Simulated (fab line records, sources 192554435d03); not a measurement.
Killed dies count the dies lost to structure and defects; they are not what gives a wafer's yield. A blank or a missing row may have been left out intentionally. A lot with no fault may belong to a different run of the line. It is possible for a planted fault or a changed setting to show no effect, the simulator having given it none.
fab line records || flow n5-finfet || part 2 of 2: steps 42 to 42 of 42
record {"lots": 5, "wafers": 14, "last-day": 18}
route steps=1938 shown BEOL_M2@922 BEOL_M3@931 BEOL_M4@1111 PASSIVATION@1936
lots untouched by any fault: they come from a run of this same line in which no faults occurred
start-h: hours from the record's first day to the start of the lot's first wafer shown || wait-h: time in hours since the lot's previous step || " identical to the entry in the row above || L1.1+2: a single row standing in for several wafers || - no value present, or no start provided || * or withheld: withheld || < > ~ a bound
route shown NAME@n: names a module that has steps shown in the file, with the first one's number in the route || usual: mean/standard deviation taken from wafers without a fault || same: alike in all rows || chamber/n: place in a boat || sites: the reading at each site || _std_site: the values' standard deviation || _edge_site: the outer-site mean with the inner-site mean subtracted || radius-mm: for every site, how far away it sits from the centre of the wafer || mask NAME#n: copy n || behind: the last tool/chamber to shape the wafer || hold: what put the lot on hold/how long, in hours/how the hold closed || device: the n, p or np transistor that did not switch || end of line: the same wafers' tests at the end of the route || step lacking rows: just its recipe || killed: the dies lost at the first sort to structure and to defects; this is not the yield of the wafer || map: the dies of a wafer, with x for killed, . for not killed, _ for no die there
set.NAME: setting as actually run; set.NAME@STEP: the setting as run at that earlier step || model.NAME: the simulator's own value behind a step, which no gauge read
lots seen at some steps along the route; tables by step, rows by wafer
services: when a tool's chamber went out of use (start-h, in hours from the record's first day, below 0 if earlier), for how many hours, and the reason
## steps
# step N5_PASSIVATION_PROBE_49
# usual {"defect-limited-yield": "91.3/1.7", "killed_at_M0_to_M3": "33/9.9", "killed_at_M4_up": "14/6.4", "killed-at-contacts": "12/7", "killed-at-front-end": "41/13", "killed-at-other": "3.1/2.9", "killed-dies": "103/20", "killed-on-rim": "13/4", "killed-open": "67/14", "killed-short": "34/9.4", "sort_bin_5_function": "5.1/1.1", "sort_bin_6_memory": "3.2/0.79", "sort-n-pass": "1077/21", "sort-yield-pct": "91.2/1.7"}
# same {"gross-dies": 1180, "killed-at-back-side": 0, "sort_bin_4_leakage[%]": 0, "sort_bin_8_speed[%]": 0}
{"lot.wafer": "L566.1", "tool": "prober-02", "chamber": "-", "start-h": 290.51, "wait-h": 0.5, "defect-limited-yield[%]": 91.8, "killed_at_M0_to_M3": 33, "killed_at_M4_up": 13, "killed-at-contacts": 22, "killed-at-front-end": 28, "killed-at-other": 1, "killed-dies": 97, "killed-on-rim": 11, "killed-open": 73, "killed-short": 24, "sort_bin_5_function[%]": 5.6, "sort_bin_6_memory[%]": 2.5, "sort-n-pass": 1083, "sort-yield-pct[%]": 91.8}
{"lot.wafer": "L566.4", "tool": "prober-02", "chamber": "-", "start-h": 290.66, "wait-h": 0.7, "defect-limited-yield[%]": 90.8, "killed_at_M0_to_M3": 33, "killed_at_M4_up": 14, "killed-at-contacts": 12, "killed-at-front-end": 42, "killed-at-other": 7, "killed-dies": 108, "killed-on-rim": 15, "killed-open": 73, "killed-short": 35, "sort_bin_5_function[%]": 5.5, "sort_bin_6_memory[%]": 3.6, "sort-n-pass": 1072, "sort-yield-pct[%]": 90.8}
{"lot.wafer": "L566.5", "tool": "prober-02", "chamber": "-", "start-h": 290.71, "wait-h": 0.7, "defect-limited-yield[%]": 93.3, "killed_at_M0_to_M3": 22, "killed_at_M4_up": 11, "killed-at-contacts": 11, "killed-at-front-end": 22, "killed-at-other": 13, "killed-dies": 79, "killed-on-rim": 9, "killed-open": 56, "killed-short": 23, "sort_bin_5_function[%]": 4.0, "sort_bin_6_memory[%]": 2.4, "sort-n-pass": 1101, "sort-yield-pct[%]": 93.3}
{"lot.wafer": "L572.1", "tool": "prober-02", "chamber": "-", "start-h": 317.36, "wait-h": 0.0, "defect-limited-yield[%]": 89.7, "killed_at_M0_to_M3": 43, "killed_at_M4_up": 20, "killed-at-contacts": 5, "killed-at-front-end": 50, "killed-at-other": 3, "killed-dies": 121, "killed-on-rim": 20, "killed-open": 77, "killed-short": 37, "sort_bin_5_function[%]": 6.0, "sort_bin_6_memory[%]": 3.6, "sort-n-pass": 1059, "sort-yield-pct[%]": 89.7}
{"lot.wafer": "L572.3", "tool": "prober-02", "chamber": "-", "start-h": 317.46, "wait-h": 0.1, "defect-limited-yield[%]": 91.7, "killed_at_M0_to_M3": 23, "killed_at_M4_up": 31, "killed-at-contacts": 8, "killed-at-front-end": 33, "killed-at-other": 3, "killed-dies": 98, "killed-on-rim": 12, "killed-open": 68, "killed-short": 29, "sort_bin_5_function[%]": 4.9, "sort_bin_6_memory[%]": 3.3, "sort-n-pass": 1082, "sort-yield-pct[%]": 91.7}
{"lot.wafer": "L572.6", "tool": "prober-02", "chamber": "-", "start-h": 317.61, "wait-h": 0.3, "defect-limited-yield[%]": 2.0, "killed_at_M0_to_M3": 1076, "killed_at_M4_up": 17, "killed-at-contacts": 13, "killed-at-front-end": 50, "killed-at-other": 0, "killed-dies": 1156, "killed-on-rim": 129, "killed-open": 63, "killed-short": 42, "sort_bin_5_function[%]": 94.5, "sort_bin_6_memory[%]": 3.1, "sort-n-pass": 24, "sort-yield-pct[%]": 2.0}
{"lot.wafer": "L570.2", "tool": "prober-01", "chamber": "-", "start-h": 319.07, "wait-h": 0.1, "defect-limited-yield[%]": 91.2, "killed_at_M0_to_M3": 29, "killed_at_M4_up": 21, "killed-at-contacts": 10, "killed-at-front-end": 41, "killed-at-other": 3, "killed-dies": 104, "killed-on-rim": 15, "killed-open": 60, "killed-short": 41, "sort_bin_5_function[%]": 5.5, "sort_bin_6_memory[%]": 3.1, "sort-n-pass": 1076, "sort-yield-pct[%]": 91.2}
{"lot.wafer": "L570.5", "tool": "prober-01", "chamber": "-", "start-h": 319.22, "wait-h": 0.2, "defect-limited-yield[%]": 1.9, "killed_at_M0_to_M3": 1086, "killed_at_M4_up": 17, "killed-at-contacts": 20, "killed-at-front-end": 32, "killed-at-other": 2, "killed-dies": 1157, "killed-on-rim": 131, "killed-open": 82, "killed-short": 21, "sort_bin_5_function[%]": 95.8, "sort_bin_6_memory[%]": 2.2, "sort-n-pass": 23, "sort-yield-pct[%]": 1.9}
{"lot.wafer": "L573.5", "tool": "prober-01", "chamber": "-", "start-h": 345.65, "wait-h": 0.2, "defect-limited-yield[%]": 4.7, "killed_at_M0_to_M3": 1058, "killed_at_M4_up": 12, "killed-at-contacts": 14, "killed-at-front-end": 38, "killed-at-other": 3, "killed-dies": 1125, "killed-on-rim": 129, "killed-open": 64, "killed-short": 27, "sort_bin_5_function[%]": 92.6, "sort_bin_6_memory[%]": 2.5, "sort-n-pass": 55, "sort-yield-pct[%]": 4.7}
{"lot.wafer": "L583.1", "tool": "prober-01", "chamber": "-", "start-h": 437.68, "wait-h": 0.0, "defect-limited-yield[%]": 92.0, "killed_at_M0_to_M3": 25, "killed_at_M4_up": 16, "killed-at-contacts": 10, "killed-at-front-end": 42, "killed-at-other": 1, "killed-dies": 94, "killed-on-rim": 14, "killed-open": 68, "killed-short": 24, "sort_bin_5_function[%]": 5.6, "sort_bin_6_memory[%]": 2.3, "sort-n-pass": 1086, "sort-yield-pct[%]": 92.0}
{"lot.wafer": "L583.3", "tool": "prober-01", "chamber": "-", "start-h": 437.78, "wait-h": 0.1, "defect-limited-yield[%]": 91.4, "killed_at_M0_to_M3": 26, "killed_at_M4_up": 6, "killed-at-contacts": 17, "killed-at-front-end": 49, "killed-at-other": 3, "killed-dies": 101, "killed-on-rim": 8, "killed-open": 60, "killed-short": 40, "sort_bin_5_function[%]": 5.3, "sort_bin_6_memory[%]": 2.7, "sort-n-pass": 1079, "sort-yield-pct[%]": 91.4}
{"lot.wafer": "L583.4", "tool": "prober-01", "chamber": "-", "start-h": 437.83, "wait-h": 0.2, "defect-limited-yield[%]": 92.0, "killed_at_M0_to_M3": 23, "killed_at_M4_up": 17, "killed-at-contacts": 8, "killed-at-front-end": 43, "killed-at-other": 3, "killed-dies": 94, "killed-on-rim": 15, "killed-open": 68, "killed-short": 26, "sort_bin_5_function[%]": 4.7, "sort_bin_6_memory[%]": 3.0, "sort-n-pass": 1086, "sort-yield-pct[%]": 92.0}
# killed by level:class
L566.1 MOL_CONTACT_COAG:geometric-particle:open=18 STI_FIN_REVEAL:geometric-particle:open=11 BEOL_M4:geometric-particle:open=9 BEOL_M3:geometric-particle:open=7 BEOL_M1:geometric-particle:open=7 BEOL_M0_SAQP:geometric-particle:open=6 BEOL_M0_SAQP:geometric-particle:short=4 MOL_CONTACT_COAG:geometric-particle:short=4
L566.4 FIN_SAQP:geometric-particle:short=14 STI_FIN_REVEAL:geometric-particle:open=10 MOL_CONTACT_COAG:geometric-particle:open=9 BEOL_M1:geometric-particle:open=8 BEOL_M2:geometric-particle:open=8 FIN_SAQP:geometric-particle:open=7 BEOL_M0_SAQP:geometric-particle:open=5 BEOL_M4:geometric-particle:open=5
L566.5 MOL_CONTACT_COAG:geometric-particle:open=11 BEOL_M4:geometric-particle:open=8 BEOL_M3:geometric-particle:open=7 BEOL_M1:geometric-particle:open=5 STI_FIN_REVEAL:geometric-particle:open=4 BEOL_M0_SAQP:geometric-particle:open=4 PASS1_CAP:geometric-particle:short=4 STARTING-WAFER:geometric-particle:open=4
L572.1 FIN_SAQP:geometric-particle:open=14 BEOL_M0_SAQP:geometric-particle:short=12 BEOL_M4:geometric-particle:open=11 BEOL_M1:geometric-particle:open=10 FIN_SAQP:geometric-particle:short=7 BEOL_M2:geometric-particle:open=6 HKMG_FIN:area-etch=6 MOL_CONTACT_COAG:geometric-particle:open=5
L572.3 BEOL_M4:geometric-particle:open=21 FIN_SAQP:geometric-particle:open=7 FIN_SAQP:geometric-particle:short=6 BEOL_M0_SAQP:geometric-particle:open=6 BEOL_M2:geometric-particle:open=6 MOL_CONTACT_COAG:geometric-particle:short=5 DUMMY_GATE:geometric-particle:open=4 GATE_CUT:geometric-particle:open=4
L572.6 BEOL_M3:area-open=1051 FIN_SAQP:geometric-particle:short=16 FIN_SAQP:geometric-particle:open=12 BEOL_M4:geometric-particle:open=11 MOL_CONTACT_COAG:geometric-particle:open=10 BEOL_M2:geometric-particle:open=10 STI_FIN_REVEAL:geometric-particle:open=6 STARTING-WAFER:geometric-particle:short=5
L570.2 FIN_SAQP:geometric-particle:short=12 FIN_SAQP:geometric-particle:open=10 BEOL_M4:geometric-particle:open=9 BEOL_M1:geometric-particle:open=7 MOL_CONTACT_COAG:geometric-particle:short=6 BEOL_M0_SAQP:geometric-particle:open=5 BEOL_M3:geometric-particle:open=5 STARTING-WAFER:geometric-particle:short=5
L570.5 BEOL_M3:area-open=1054 MOL_CONTACT_COAG:geometric-particle:open=18 FIN_SAQP:geometric-particle:open=11 BEOL_M3:geometric-particle:open=8 BEOL_M0_SAQP:geometric-particle:open=8 BEOL_M1:geometric-particle:open=7 BEOL_M4:geometric-particle:open=7 ILD0:geometric-particle:open=4
L573.5 BEOL_M3:area-open=1034 FIN_SAQP:geometric-particle:open=13 MOL_CONTACT_COAG:geometric-particle:open=12 BEOL_M2:geometric-particle:open=8 FIN_SAQP:geometric-particle:short=6 BEOL_M0_SAQP:geometric-particle:open=5 BEOL_M4:geometric-particle:open=5 STI_FIN_REVEAL:geometric-particle:open=4
L583.1 FIN_SAQP:geometric-particle:open=16 FIN_SAQP:geometric-particle:short=9 STI_FIN_REVEAL:geometric-particle:open=9 MOL_CONTACT_COAG:geometric-particle:open=8 BEOL_M0_SAQP:geometric-particle:open=8 BEOL_M0_SAQP:geometric-particle:short=7 BEOL_M4:geometric-particle:open=6 BEOL_M2:geometric-particle:open=4
L583.3 MOL_CONTACT_COAG:geometric-particle:open=14 STI_FIN_REVEAL:geometric-particle:open=13 BEOL_M0_SAQP:geometric-particle:short=11 FIN_SAQP:geometric-particle:open=9 FIN_SAQP:geometric-particle:short=8 STARTING-WAFER:geometric-particle:short=5 DUMMY_GATE:geometric-particle:open=3 MOL_CONTACT_COAG:geometric-particle:short=3
L583.4 FIN_SAQP:geometric-particle:open=14 STI_FIN_REVEAL:geometric-particle:open=9 BEOL_M0:geometric-particle:open=6 MOL_CONTACT_COAG:geometric-particle:open=5 BEOL_M0_SAQP:geometric-particle:short=5 GATE_CUT:geometric-particle:short=4 BEOL_M0_SAQP:geometric-particle:open=4 BEOL_M1:geometric-particle:open=4
# map L570.5 (x killed, . not)
_________________xxxxxxxxxxxx________________
______________xxxxxxxxxxxxxxxxxx_____________
___________xxxxxxxxxxxxxxxxxxxxxxxx__________
__________xxxxxxxxxxxxxxxxxxxxxxxx.x_________
________xxxxxxxxxxxxxxxxxxxxxxxxxxxxxx_______
_______xxxxxxxxxxxxxxxxxxxxxxxxxxxxxxxx______
______xxxxxxxxxxxxxxxxxxxxxxxxxxxxxxxxxx_____
_____xxxxxxxxxxxxxxxxxxxxxxxxxxxxxxxxxxxx____
____xxxxxxxxxxxxxxxxxxxxxxxxxxxxxxxxxxxxxx___
___xxxxxxxxxxxxxxxxxxxxxxxxxxxxxxxxxxxxxxxx__
___xxxxxxxxxxxxxxxxxxxxxxxxxxxxxxxxxxxxxxxx__
__xxxxxxxxxxxxxxxxxxxxxxxxxxxxxxxxxxxxxxxxxx_
__xxxxxxxxxxxxxxxxxxxxxxxxxxxxxxxxxxxxxxxxxx_
_xxxxxxxxxxxxxxxxxxxxxxxxxxxxxxxxxxxxxxxxxxxx
_xxxxxxxxxxxxxxxxxxxxxxxxxxxxxxxxxxxxxxxxxxx.
_xxxxxxxxxxxxxxxxxxxxxxxxxxxxxxxxxxxxxxxxxxxx
_xxxxxxxxxxxxxxxxxxxxxxxxxxxxxxxxxxxxxxxxxxxx
_xxxxxxxxxxxxxxxxxxxxxxxxxxxxxxxxxxxxxxxxxxx.
_xxxxxxxxxxxxxxxxxxxxxxxxxxxxxxxxxxxxxxxxxxxx
_.xxxxxxxxxxxxxxxxxxxxxxxxxxxxxxxxxxxxxxxxxx.
_x.xxxxxxxxxxxxxxxxxxxxxxxxxxxxxxxxxxxxxxxxxx
__.xxxxxxxxxxxxxxxxxxxxxxxxxxxxxxxxxxxxxxxxx_
__.xxxxxxxxxxxxxxxxxxxxxxxxxxxxxxxxxxxxxxxx._
___.x.xxxxxxxxxxxxxxxxxxxxxxxxxxxxxxxxxxx.x__
___..xxxxxxxxxxxxxxxxxxxxxxxxxxxxxxxxxxxxxx__
____x.xxxxxxxxxxxxxxxxxxxxxxxxxxxxxxxxxxxx___
_____..xxxxxxxxxxxxxxxxxxxxxxxxxxxxxxxxxx____
______xxxxxxxxxxxxxxxxxxxxxxxxxxxxxxxxxx_____
_______xxxxxxxxxxxxxxxxxxxxxxxxxxxxxxx.______
________xxxxxxxxxxxxxxxxxxxxxxxxxxxxxx_______
__________xxxxxxxxxxxxxxxxxxxxxxxxxx_________
___________xxxxxxxxxxxxxxxxxxxxxxx.__________
______________xxxxxxxxxxxxxxxxxx_____________
_________________xxxxxxx.x...________________
# map L572.6 (x killed, . not)
_________________xxxxxxxxxxxx________________
______________xxxxxxxxxxxxxxxxxx_____________
___________xxxxxxxxxxxxxxxxxxxxxxxx__________
__________xxxxxxxxxxxxxxxxxxxxxxxxxx_________
________xxxxxxxxxxxxxxxxxxxxxxxxxxxxxx_______
_______xxxxxxxxxxxxxxxxxxxxxxxxxxxxxxxx______
______xxxxxxxxxxxxxxxxxxxxxxxxxxxxxxxxxx_____
_____xxxxxxxxxxxxxxxxxxxxxxxxxxxxxxxxxxxx____
____xxxxxxxxxxxxxxxxxxxxxxxxxxxxxxxxxxxxx.___
___xxxxxxxxxxxxxxxxxxxxxxxxxxxxxxxxxxxxxxxx__
___xxxxxxxxxxxxxxxxxxxxxxxxxxxxxxxxxxxxxxxx__
__xxxxxxxxxxxxxxxxxxxxxxxxxxxxxxxxxxxxxxxxxx_
__xxxxxxxxxxxxxxxxxxxxxxxxxxxxxxxxxxxxxxxxxx_
_xxxxxxxxxxxxxxxxxxxxxxxxxxxxxxxxxxxxxxxxxxxx
_xxxxxxxxxxxxxxxxxxxxxxxxxxxxxxxxxxxxxxxxxxxx
_xxxxxxxxxxxxxxxxxxxxxxxxxxxxxxxxxxxxxxxxxxxx
_xxxxxxxxxxxxxxxxxxxxxxxxxxxxxxxxxxxxxxxxxxxx
_xxxxxxxxxxxxxxxxxxxxxxxxxxxxxxxxxxxxxxxxxxxx
_xxxxxxxxxxxxxxxxxxxxxxxxxxxxxxxxxxxxxxxxxxxx
_xxxxxxxxxxxxxxxxxxxxxxxxxxxxxxxxxxxxxxxxxxx.
_xxxxxxxxxxxxxxxxxxxxxxxxxxxxxxxxxxxxxxxxxxx.
__xxxxxxxxxxxxxxxxxxxxxxxxxxxxxxxxxxxxxxxxx._
__xxxxxxxxxxxxxxxxxxxxxxxxxxxxxxxxxxxxxxx..._
___xxxxxxxxxxxxxxxxxxxxxxxxxxxxxxxxxxxxxxx.__
___xxxxxxxxxxxxxxxxxxxxxxxxxxxxxxxxxxxxxx..__
____xxxxxxxxxxxxxxxxxxxxxxxxxxxxxxxxxxxxx.___
_____xxxxxxxxxxxxxxxxxxxxxxxxxxxxxxxxxxxx____
______xxxxxxxxxxxxxxxxxxxxxxxxxxxxxxxxxx_____
_______xxxxxxxxxxxxxxxxxxxxxxxxxxxxxxxx______
________xxxxxxxxxxxxxxxxxxxxxxxxxxx..._______
__________xxxxxxxxxxxxxxxxxxxxxxxx.._________
___________xxxxxxxxxxxxxxxxxxxxx.x.__________
______________xxxxxxxxxxxxxxxx.x_____________
_________________x.x.x..xxx.x________________
## services
{"tool": "rie-metal-01", "chamber": 0, "start-h": 155.68, "hours": "-", "kind": "clean"}
{"tool": "rie-metal-01", "chamber": 0, "start-h": 155.68, "hours": 24.3, "kind": "scheduled-down"}
{"tool": "rie-metal-01", "chamber": 0, "start-h": 155.68, "hours": 24.3, "kind": "vent-cycle"}
{"tool": "rie-metal-03", "chamber": 1, "start-h": 162.41, "hours": "-", "kind": "clean"}
{"tool": "rie-metal-03", "chamber": 1, "start-h": 162.41, "hours": 16.8, "kind": "scheduled-down"}
{"tool": "rie-metal-03", "chamber": 1, "start-h": 162.41, "hours": 16.8, "kind": "vent-cycle"}
{"tool": "rie-metal-01", "chamber": "-", "start-h": 179.36, "hours": 0.6, "kind": "repair"}
{"tool": "rie-metal-02", "chamber": "-", "start-h": 221.84, "hours": 2.8, "kind": "pm"}
{"tool": "rie-metal-03", "chamber": "-", "start-h": 230.33, "hours": 0.4, "kind": "repair"}
## key
first-sign {"step": "N5_BEOL_M3_ETCHBACK_99", "reading": "oes-product-au", "direction": "down", "sigmas": 6, "usual": 0.79, "struck": 0.30}
effect {"step": "N5_BEOL_M3_VIA_ETCH_34", "reading": "oes-product-au", "direction": "down", "sigmas": 6, "usual": 0.79, "struck": 0.29}
effect {"step": "N5_BEOL_M3_OCD_MEAS_38", "reading": "trench-depth-nm", "direction": "down", "sigmas": 48, "usual": 55.4, "struck": 1.7}
effect {"step": "N5_BEOL_M3_CD_MEAS_35", "reading": "cd-nm", "direction": "missing"}
effect {"step": "N5_BEOL_M3_THK_MEAS_53", "reading": "M3_THK", "direction": "missing"}
effect {"step": "N5_PASSIVATION_PROBE_49", "reading": "killed_at_M0_to_M3", "direction": "up", "sigmas": "99+", "usual": 33, "struck": 1073}
model-effect {"step": "N5_BEOL_M3_HM_DEP_02", "value": "TiN_of_BEOL_M3_HM_DEP_02.thk-nm", "without": 19.87, "struck": 30.8}
model-effect {"step": "N5_BEOL_M3_HM_OPEN_17", "value": "etch.depth-nm", "without": 19.86, "struck": 26.33}
model-effect {"step": "N5_BEOL_M3_TRENCH_ETCH_37", "value": "TiN_of_BEOL_M3_HM_DEP_02.thk-nm", "without": 17.53, "struck": 28.53}
more-kills-born-at {"N5_BEOL_M3_HM_OPEN_17@rie-metal-01": 1054, "N5_BEOL_M3_HM_OPEN_17@rie-metal-03": 1051, "N5_BEOL_M3_HM_OPEN_17@rie-metal-02": 1034}
met-at N5_BEOL_M3_HM_DEP_02
struck-wafers L570.5,L572.6,L573.5
later-rows-left-out L570.5,L572.6,L573.5
onset-between 172.77 197.19
fault {"kind": "process-parameter-drift", "tool": "pvd-sputter-03", "chamber": "-", "onset-h": 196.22, "steps": "N5_BEOL_M3_HM_DEP_02", "channel": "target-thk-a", "offset": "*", "shape": "step", "end-h": 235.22, "scope": "struck-wafers-only", "acts-in": "*", "stated": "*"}
# later-rows-left-out: the simulator's readings of these wafers behind a module that went badly wrong aren't trusted and aren't shown, but for the sort
